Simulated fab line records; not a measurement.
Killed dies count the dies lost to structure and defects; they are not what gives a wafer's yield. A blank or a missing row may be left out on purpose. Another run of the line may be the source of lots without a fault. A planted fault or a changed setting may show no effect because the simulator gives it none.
Matching of chambers || flow n5_finfet || rie_si-05 running N5_FIN_CUT_CUT_ETCH_28: 4 sister chambers
The step etches Si in HBr/Cl2/O2, target depth 6 nm, time 2.4 s. 18 wafers are shown with their chamber, then 9 later ones without.

== WAFERS PAIRED WITH THEIR CHAMBERS ==
{"wafer": "L079.1", "chamber": 2, "drypump_motor_current_A (A)": 6.3, "throttle_valve_pct (%)": 37.1, "oes_product_au (a.u.)": 1.001}
{"wafer": "L079.4", "chamber": 1, "drypump_motor_current_A (A)": 5.4, "throttle_valve_pct (%)": 36.5, "oes_product_au (a.u.)": 1.024}
{"wafer": "L079.5", "chamber": 1, "drypump_motor_current_A (A)": 5.4, "throttle_valve_pct (%)": 36.4, "oes_product_au (a.u.)": 1.018}
{"wafer": "L081.3", "chamber": 2, "drypump_motor_current_A (A)": 6.3, "throttle_valve_pct (%)": 37.1, "oes_product_au (a.u.)": 1.002}
{"wafer": "L081.5", "chamber": 0, "drypump_motor_current_A (A)": 5.9, "throttle_valve_pct (%)": 37.6, "oes_product_au (a.u.)": 0.979}
{"wafer": "L081.6", "chamber": 1, "drypump_motor_current_A (A)": 5.4, "throttle_valve_pct (%)": 36.4, "oes_product_au (a.u.)": 1.016}
{"wafer": "L082.2", "chamber": 3, "drypump_motor_current_A (A)": 6.1, "throttle_valve_pct (%)": 37.4, "oes_product_au (a.u.)": 1.010}
{"wafer": "L082.3", "chamber": 2, "drypump_motor_current_A (A)": 6.3, "throttle_valve_pct (%)": 37.1, "oes_product_au (a.u.)": 1.009}
{"wafer": "L082.6", "chamber": 3, "drypump_motor_current_A (A)": 6.1, "throttle_valve_pct (%)": 37.4, "oes_product_au (a.u.)": 1.011}
{"wafer": "L084.4", "chamber": 1, "drypump_motor_current_A (A)": 5.4, "throttle_valve_pct (%)": 36.4, "oes_product_au (a.u.)": 1.016}
{"wafer": "L084.5", "chamber": 0, "drypump_motor_current_A (A)": 5.9, "throttle_valve_pct (%)": 37.5, "oes_product_au (a.u.)": 0.976}
{"wafer": "L084.6", "chamber": 1, "drypump_motor_current_A (A)": 5.4, "throttle_valve_pct (%)": 36.4, "oes_product_au (a.u.)": 1.015}
{"wafer": "L085.3", "chamber": 1, "drypump_motor_current_A (A)": 5.4, "throttle_valve_pct (%)": 36.4, "oes_product_au (a.u.)": 1.015}
{"wafer": "L085.5", "chamber": 1, "drypump_motor_current_A (A)": 5.4, "throttle_valve_pct (%)": 36.5, "oes_product_au (a.u.)": 1.012}
{"wafer": "L085.6", "chamber": 0, "drypump_motor_current_A (A)": 5.9, "throttle_valve_pct (%)": 37.5, "oes_product_au (a.u.)": 0.977}
{"wafer": "L088.2", "chamber": 3, "drypump_motor_current_A (A)": 6.1, "throttle_valve_pct (%)": 37.4, "oes_product_au (a.u.)": 1.007}
{"wafer": "L088.3", "chamber": 1, "drypump_motor_current_A (A)": 5.4, "throttle_valve_pct (%)": 36.5, "oes_product_au (a.u.)": 1.019}
{"wafer": "L088.6", "chamber": 1, "drypump_motor_current_A (A)": 5.3, "throttle_valve_pct (%)": 36.5, "oes_product_au (a.u.)": 1.018}

SIGNATURES (means of the wafers above)
{"reading": "drypump_motor_current_A", "chamber 0": 5.900, "chamber 1": 5.389, "chamber 2": 6.300, "chamber 3": 6.100, "scatter within a chamber": 0.0252}
{"reading": "throttle_valve_pct", "chamber 0": 37.533, "chamber 1": 36.444, "chamber 2": 37.100, "chamber 3": 37.400, "scatter within a chamber": 0.0454}
{"reading": "oes_product_au", "chamber 0": 0.97733, "chamber 1": 1.01700, "chamber 2": 1.00400, "chamber 3": 1.00933, "scatter within a chamber": 0.00318}
Rule: distance of a wafer from a chamber = root of the sum over the readings of ((wafer's reading minus chamber's mean) / reading's scatter) squared. The wafer belongs to the nearest chamber; if the next one is less than 2 further off, it can't be placed. The scatter: take each reading less its chamber's mean, square it, sum over the shown wafers, divide by the number of wafers less the number of chambers, and take the root.

== WAFERS WHOSE CHAMBER IS MISSING ==
{"wafer": "L092.3", "drypump_motor_current_A (A)": 6.1, "throttle_valve_pct (%)": 37.4, "oes_product_au (a.u.)": 1.004}
{"wafer": "L092.4", "drypump_motor_current_A (A)": 5.9, "throttle_valve_pct (%)": 37.5, "oes_product_au (a.u.)": 0.976}
{"wafer": "L092.5", "drypump_motor_current_A (A)": 5.9, "throttle_valve_pct (%)": 37.6, "oes_product_au (a.u.)": 0.975}
{"wafer": "L093.1", "drypump_motor_current_A (A)": 6.4, "throttle_valve_pct (%)": 37.1, "oes_product_au (a.u.)": 0.997}
{"wafer": "L093.4", "drypump_motor_current_A (A)": 5.4, "throttle_valve_pct (%)": 36.5, "oes_product_au (a.u.)": 1.020}
{"wafer": "L093.6", "drypump_motor_current_A (A)": 6.1, "throttle_valve_pct (%)": 37.4, "oes_product_au (a.u.)": 1.013}
{"wafer": "L096.1", "drypump_motor_current_A (A)": 6.1, "throttle_valve_pct (%)": 37.4, "oes_product_au (a.u.)": 1.013}
{"wafer": "L096.3", "drypump_motor_current_A (A)": 6.3, "throttle_valve_pct (%)": 37.1, "oes_product_au (a.u.)": 0.996}
{"wafer": "L096.6", "drypump_motor_current_A (A)": 6.1, "throttle_valve_pct (%)": 37.4, "oes_product_au (a.u.)": 1.013}

== EACH ONE'S CHAMBER ==
{"wafer": "L092.3", "from the rows above": 3, "in truth": 3}
{"wafer": "L092.4", "from the rows above": 0, "in truth": 0}
{"wafer": "L092.5", "from the rows above": 0, "in truth": 0}
{"wafer": "L093.1", "from the rows above": 2, "in truth": 2}
{"wafer": "L093.4", "from the rows above": 1, "in truth": 1}
{"wafer": "L093.6", "from the rows above": 3, "in truth": 3}
{"wafer": "L096.1", "from the rows above": 3, "in truth": 3}
{"wafer": "L096.3", "from the rows above": 2, "in truth": 2}
{"wafer": "L096.6", "from the rows above": 3, "in truth": 3}
9 of 9 placed correctly. Not placeable from these rows: 0. Placed wrongly: 0.
